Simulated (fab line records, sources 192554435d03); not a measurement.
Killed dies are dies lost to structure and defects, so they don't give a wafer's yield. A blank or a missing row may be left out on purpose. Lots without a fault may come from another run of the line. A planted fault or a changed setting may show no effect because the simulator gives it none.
Chamber matching | flow n5_finfet | N5_BEOL_M9_ETCH_76 on rie_diel-01: 4 sister chambers
The step etches underlayer in N2/H2, target depth 6.5 nm, time 5.2 s. 8 wafers are shown with their chamber, then 8 later ones without.

WAFERS WITH THEIR CHAMBER
wafer  | chamber | drypump_motor_current_A (A) | throttle_valve_pct (%)
L076.5 | 3       | 5.2                         | 18.11
L078.1 | 1       | 5.5                         | 17.94
L083.1 | 3       | 5.2                         | 18.10
L086.4 | 1       | 5.5                         | 17.97
L085.1 | 2       | 5.8                         | 18.38
L085.3 | 0       | 5.3                         | 17.92
L085.4 | 2       | 5.9                         | 18.39
L089.3 | 0       | 5.3                         | 17.92

WAFERS WITHOUT THEIR CHAMBER
wafer  | drypump_motor_current_A (A) | throttle_valve_pct (%)
L089.4 | 5.2                         | 17.77
L089.6 | 5.5                         | 17.98
L094.2 | 5.5                         | 17.98
L094.3 | 5.3                         | 17.93
L094.5 | 5.5                         | 17.97
L097.1 | 5.3                         | 17.92
L097.4 | 5.5                         | 18.02
L097.5 | 5.3                         | 17.96

WHICH CHAMBER EACH WENT THROUGH
wafer  | from the rows above | in truth
L089.4 | 0                   | 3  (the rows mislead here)
L089.6 | 1                   | 1
L094.2 | 1                   | 1
L094.3 | 0                   | 0
L094.5 | 1                   | 1
L097.1 | 0                   | 0
L097.4 | 1                   | 1
L097.5 | 0                   | 0
Placed correctly: 7 of 8. Can't be placed from these rows: 0. Placed wrongly: 1.
How it was worked out, from the rows above alone: a wafer's distance from a chamber is the root of the sum, over the readings, of the square of ((its reading less the chamber's mean) divided by the reading's scatter). The wafer belongs to the nearest chamber; if the next one is less than 2 further off, it can't be placed. A chamber's mean is the mean of its shown wafers. The scatter: the root of (the sum of the squares of (reading less its chamber's mean) over the shown wafers, divided by (wafers less chambers)).
